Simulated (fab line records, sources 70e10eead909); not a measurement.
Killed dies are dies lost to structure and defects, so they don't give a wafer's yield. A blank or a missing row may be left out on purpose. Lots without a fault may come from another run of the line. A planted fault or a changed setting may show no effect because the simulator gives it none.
Chamber matching | flow nand_harc | NHARC_A_CHANNEL_FILL_D2_ALD_14 on ald_hk-01: 4 sister chambers
The step deposits SiO2, target thk 2.5 nm, pulse time 10 s, ald cycles 25. 8 wafers are shown with their chamber, then 7 later ones without.

WAFERS WITH THEIR CHAMBER
wafer  | chamber | heater_power_w (W) | precursor_pulse_height_rel
L079.6 | 1       | 444                | 0.971
L083.2 | 0       | 492                | 1.001
L083.6 | 3       | 443                | 1.011
L087.2 | 2       | 501                | 0.994
L087.3 | 1       | 436                | 0.983
L087.6 | 3       | 448                | 1.003
L090.1 | 0       | 492                | 0.999
L090.5 | 2       | 475                | 0.984

WAFERS WITHOUT THEIR CHAMBER
wafer  | heater_power_w (W) | precursor_pulse_height_rel
L090.6 | 449                | 1.019
L093.1 | 439                | 0.998
L093.2 | 506                | 1.028
L093.4 | 486                | 1.008
L095.3 | 488                | 1.001
L095.5 | 421                | 0.947
L095.6 | 484                | 1.016

WHICH CHAMBER EACH WENT THROUGH
wafer  | from the rows above          | in truth
L090.6 | 3                            | 3
L093.1 | can't be placed: 3 or 1      | 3
L093.2 | can't be placed: 0 or 2      | 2
L093.4 | can't be placed: 0 or 2      | 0
L095.3 | can't be placed: 0 or 2      | 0
L095.5 | 1                            | 1
L095.6 | can't be placed: 0 or 3 or 2 | 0
Placed correctly: 2 of 7. Can't be placed from these rows: 5 (the true chamber is among the candidates in 5). Placed wrongly: 0.
How it was worked out, from the rows above alone: a wafer's distance from a chamber is the root of the sum, over the readings, of the square of ((its reading less the chamber's mean) divided by the reading's scatter). The wafer belongs to the nearest chamber; if the next one is less than 2 further off, it can't be placed. A chamber's mean is the mean of its shown wafers. The scatter: the root of (the sum of the squares of (reading less its chamber's mean) over the shown wafers, divided by (wafers less chambers)).
